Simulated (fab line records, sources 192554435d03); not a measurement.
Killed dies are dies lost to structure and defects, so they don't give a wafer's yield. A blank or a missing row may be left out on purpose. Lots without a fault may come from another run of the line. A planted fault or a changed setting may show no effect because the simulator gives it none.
Split-lot experiment | flow n5_finfet | 7 lots, 21 wafers read, on a route of 1938 steps

THE SPLIT
At N5_HKMG_FIN_COAT_66 (time 60 s, resist thk 300 nm), the setting spin_rpm was moved away from the recipe's 1500 rpm on 4 of the 21 wafers read, by -2.9% to +9.6%. The other wafers ran this setting at the recipe's value.

The reading is taken at the split's own step.

THE READING
SOC_of_HKMG_FIN_COAT_66.thk_nm (the simulator's own value, which no gauge read), in nm, at N5_HKMG_FIN_COAT_66 (time 60 s, resist thk 300 nm). The file gives no usual value for it. The 17 wafers here that ran the recipe average 300.6 nm, standard deviation 0.77 nm.

wafer  | tool, chamber at the split | spin_rpm as run, rpm | against the recipe | SOC_of_HKMG_FIN_COAT_66.thk_nm, nm | against lot-mates on the recipe
L074.2 | litho_track-03, 0          | 1500                 | recipe             | 300.8                              | -
L074.4 | litho_track-03, 0          | 1500                 | recipe             | 300.8                              | -
L074.3 | litho_track-03, 0          | 1500                 | recipe             | 300.6                              | -
L077.3 | litho_track-03, 0          | 1500                 | recipe             | 301.4                              | -
L077.4 | litho_track-03, 0          | 1500                 | recipe             | 301.8                              | -
L077.6 | litho_track-03, 0          | 1500                 | recipe             | 301.2                              | -
L080.1 | litho_track-03, 0          | 1500                 | recipe             | 300                                | -
L080.3 | litho_track-03, 0          | 1500                 | recipe             | 300.4                              | -
L080.5 | litho_track-03, 0          | 1644                 | +9.6%              | 287                                | -13.2
L082.1 | litho_track-05, 0          | 1500                 | recipe             | 299.4                              | -
L082.2 | litho_track-05, 0          | 1500                 | recipe             | 300.2                              | -
L082.3 | litho_track-05, 0          | 1500                 | recipe             | 299.2                              | -
L087.2 | litho_track-05, 0          | 1500                 | recipe             | 299.6                              | -
L087.5 | litho_track-05, 0          | 1457                 | -2.9%              | 304.2                              | +4.6
L087.6 | litho_track-05, 0          | 1457                 | -2.9%              | 304.8                              | +5.2
L095.2 | litho_track-03, 0          | 1500                 | recipe             | 301.6                              | -
L095.5 | litho_track-03, 0          | 1500                 | recipe             | 301.6                              | -
L095.4 | litho_track-03, 0          | 1500                 | recipe             | 301.2                              | -
L096.2 | litho_track-03, 0          | 1500                 | recipe             | 300.8                              | -
L096.4 | litho_track-03, 0          | 1500                 | recipe             | 300.2                              | -
L096.6 | litho_track-03, 0          | 1598                 | +6.5%              | 290.4                              | -10.1

THE FIT
A straight line over all 21 wafers: SOC_of_HKMG_FIN_COAT_66.thk_nm changes by -1.45 nm for each +1% of spin_rpm; r = -0.98; the points scatter about the line by 0.76 nm.
The same after taking each lot's own level away (the mean of its wafers on the recipe; 21 wafers): -1.47 nm for each +1%; r = -0.99; scatter 0.41 nm.
On that fit, the largest move of spin_rpm shifts the reading by 14 nm.
The lots' own levels span 299.60 to 301.47 nm, that is 2.4 times the standard deviation above.
So the lot-to-lot level changes the slope little: the two slopes agree.
Check: with one of the wafers moved furthest among these (+9.6%) left out of the fit, the line predicts -15.2 nm for it against its lot-mates. It came out at -13.2 nm against them.

OTHER SPLITS ON THESE WAFERS
These wafers also went through other splits before the reading. Each is held against what the fit with the lots' levels taken away leaves over:
other split on the same wafers        | wafers away from the commonest value | r with SOC_of_HKMG_FIN_COAT_66.thk_nm (lot level and that fit taken away)
N5_SD_EPI_N_DEVELOP_08 develop_time_s | 8                                    | +0.14
N5_ILD0_CMP_03 down_force_psi         | 9                                    | -0.24
N5_ILD0_ALD_15 ald_cycles             | 9                                    | -0.06
N5_HKMG_FIN_EXPOSE_09 dose_mj         | 5                                    | -0.31
N5_HKMG_FIN_DEVELOP_11 develop_time_s | 6                                    | -0.02

THE FILE'S OWN FIT
SOC_of_HKMG_FIN_COAT_66.thk_nm changes by -1.45 nm for each +1% of spin_rpm, r = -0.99.
